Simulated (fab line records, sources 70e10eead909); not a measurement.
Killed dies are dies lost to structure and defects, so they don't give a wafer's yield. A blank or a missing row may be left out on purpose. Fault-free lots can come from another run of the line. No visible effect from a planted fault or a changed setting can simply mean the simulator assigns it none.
Struck lot and sound lot, side by side + flow nand-harc + 42 steps out of a route of 1302
Sound: wafers L679.1, L679.2, L679.5. Struck: wafer L695.5 (left out: L695.1, L695.6 of the same lot, which were not struck); the cause appears at the end.
At each step with rows: each side's tool, then ch and its chambers, then its first start. Under that, the readings that differ: sound wafers + struck wafers + difference of the means + sigmas: that difference in standard deviations of wafers without a fault.
alike: a reading whose means differ by less than 2 such deviations, as well as words and numbers matching on both sides. not compared: withheld readings; readings where some wafer has no value; bounds like >300 that might hide an equal value; numbers whose values overlap and for which the record gives no deviation.
Wherever a step has rows on one side only, a row that says differs or no value, or a row with sigmas, the two part there. Numbers that have no deviation but don't overlap get no sigmas and don't part them. Lack of a reading on every wafer of one side parts them only where that side has two or more wafers.

NHARC_A_CONTACT_ETCH_51: etches the open film in O2/COS, target depth 7000 nm, time 1820 s.
  sound on rie-diel-01 ch 2,3; struck on rie-diel-02 ch 3
  alike: drypump-motor-current-A, oes-product-au, rf-vpp-V, showerhead-plenum-p-Torr, throttle-valve-pct
  not compared: rf-hours-counter-h
then, 9 steps without rows for these wafers: NHARC_A_CONTACT_ETCH_111 (etches the open film in C4F8/O2/Ar, time 140 s, target depth 700 nm); NHARC_A_CONTACT_ETCH_112 (etches the open film in C4F8/O2/Ar, time 190 s, target depth 1850 nm); NHARC_A_CONTACT_ETCH_113 (etches the open film in C4F8/O2/Ar, time 190 s, target depth 1850 nm); NHARC_A_CONTACT_ETCH_114 (etches the open film in C4F8/O2/Ar, time 190 s, target depth 1850 nm); NHARC_A_CONTACT_ETCH_115 (etches the open film in C4F8/O2/Ar, time 190 s, target depth 1850 nm); NHARC_A_CONTACT_ETCH_116 (etches the open film in C4F8/O2/Ar, time 190 s, target depth 1850 nm); NHARC_A_CONTACT_ETCH_117 (etches the open film in C4F8/O2/Ar, time 190 s, target depth 1850 nm); NHARC_A_CONTACT_ETCH_118 (etches the open film in C4F8/O2/Ar, time 190 s, target depth 1850 nm); NHARC_A_CONTACT_ETCH_119 (etches the open film in C4F8/O2/Ar, time 190 s, target depth 1850 nm).
NHARC_A_CONTACT_ETCH_120: etches the open film in C4F8/O2/Ar, time 190 s, target depth 1850 nm.
  sound on har-cap-etch-03 ch 0,1, day 24 05:22; struck on har-cap-etch-01 ch 0, day 30 09:49
  not compared: rf-hours-counter-h
NHARC_A_CONTACT_ETCH_121: etches the open film in C4F8/O2/Ar, time 190 s, target depth 1850 nm.
  sound on har-cap-etch-03 ch 0,1, day 24 05:32; struck on har-cap-etch-01 ch 0, day 30 09:59
  not compared: rf-hours-counter-h
NHARC_A_CONTACT_ETCH_122: etches the open film in C4F8/O2/Ar, time 190 s, target depth 1850 nm.
  sound on har-cap-etch-03 ch 0,1, day 24 05:43; struck on har-cap-etch-01 ch 0, day 30 10:09
  not compared: rf-hours-counter-h
then, 3 steps without rows for these wafers: NHARC_A_CONTACT_ETCH_123 (etches the open film in C4F8/O2/Ar, time 490 s, target depth 2110 nm); NHARC_A_CONTACT_ETCH_90 (etches the open film in CH3F/O2, target depth 40 nm, time 85.7 s); NHARC_A_CONTACT_ETCH_96 (etches the open film in C4F6/O2, target depth 20 nm, time 10 s).
NHARC_A_CONTACT_CD_MEAS_53:
  sound on cd-sem-01, day 24 07:08; struck on cd-sem-03, day 30 11:30
  alike: cd-nm
then, 7 steps without rows for these wafers: NHARC_A_CONTACT_STRIP_99 (strips in N2/H2); NHARC_A_CONTACT_STRIP_100 (strips in CF4/CHF3); NHARC_A_CONTACT_STRIP_101 (strips in O2/COS); NHARC_A_CONTACT_ETCH_102 (etches the open film in CF4/O2, target depth 100 nm, overetch 10 nm, time 55 s); NHARC_A_CONTACT_STRIP_55 (strips in O2); NHARC_A_CONTACT_STRIP_56 (strips in post etch residue remover, time 600 s); NHARC_A_CONTACT_DEP_57 (deposits aC, target thk 5300 nm).
NHARC_A_CONTACT_DEP_58: deposits SiON, target thk 90 nm.
  sound on pecvd-03 ch 0,2, day 24 14:11; struck on pecvd-01 ch 1, day 30 15:55
  alike: heater-power-w, showerhead-vpp-V
then, 10 steps without rows for these wafers: NHARC_A_CONTACT_DEHYDRATE_59 (time 120 s); NHARC_A_CONTACT_HMDS_60 (time 30 s); NHARC_A_CONTACT_COAT_61 (time 75 s); NHARC_A_CONTACT_COAT_62 (time 65 s); NHARC_A_CONTACT_COAT_63 (resist thk 90 nm); NHARC_A_CONTACT_SOFTBAKE_64 (time 55 s); NHARC_A_CONTACT_EBR_65; NHARC_A_CONTACT_EXPOSE_66 (exposes mask A CC 2); NHARC_A_CONTACT_PEB_67 (peb time 65 s); NHARC_A_CONTACT_DEVELOP_68 (develop time 35 s).
NHARC_A_CONTACT_CD_MEAS_69: target cd 300 nm.
  sound on cd-sem-01 ch 0, day 24 14:47; struck on cd-sem-03 ch 0, day 30 16:30
  alike: cd-nm
NHARC_A_CONTACT_OVL_MEAS_70:
  sound on overlay-01, day 24 14:53; struck on overlay-01, day 30 16:35
  alike: overlay-x-nm, overlay-y-nm
NHARC_A_CONTACT_DESCUM_74: chemistry O2, time 3 s.
  sound on rie-diel-02 ch 0,1,3, day 24 14:59; struck on rie-diel-02 ch 0, day 30 16:43
| reading                | sound                | struck | difference | sigmas |
|------------------------|----------------------|--------|------------|--------|
| throttle-valve-pct (%) | 11.300 11.304 11.318 | 11.330 | +0.023     | +3     |
  alike: drypump-motor-current-A, oes-product-au, rf-vpp-V, showerhead-plenum-p-Torr
  not compared: rf-hours-counter-h
then, 3 steps without rows for these wafers: NHARC_A_CONTACT_ETCH_75 (etches the open film in CF4, target depth 39 nm, time 65 s); NHARC_A_CONTACT_ETCH_76 (etches the open film in N2/H2, target depth 260 nm, time 475.3 s); NHARC_A_CONTACT_ETCH_77 (etches the open film in CF4/CHF3, target depth 108.9 nm, time 54.5 s).
-- jump in the record: it breaks off in module A_CONTACT and resumes in module END (first step shown: number 1302 of the route), and 3 days separate the struck wafers' starts before and after --
NHARC_END_SORT_01:
  the record has rows for the struck wafers here (prober-01 ch 0, day 33 23:17) and none for the sound ones

WHERE THEY PART
At NHARC_A_CONTACT_DESCUM_74 first; at NHARC_END_SORT_01 last (within this record only).

WHY: the cause the simulator had injected
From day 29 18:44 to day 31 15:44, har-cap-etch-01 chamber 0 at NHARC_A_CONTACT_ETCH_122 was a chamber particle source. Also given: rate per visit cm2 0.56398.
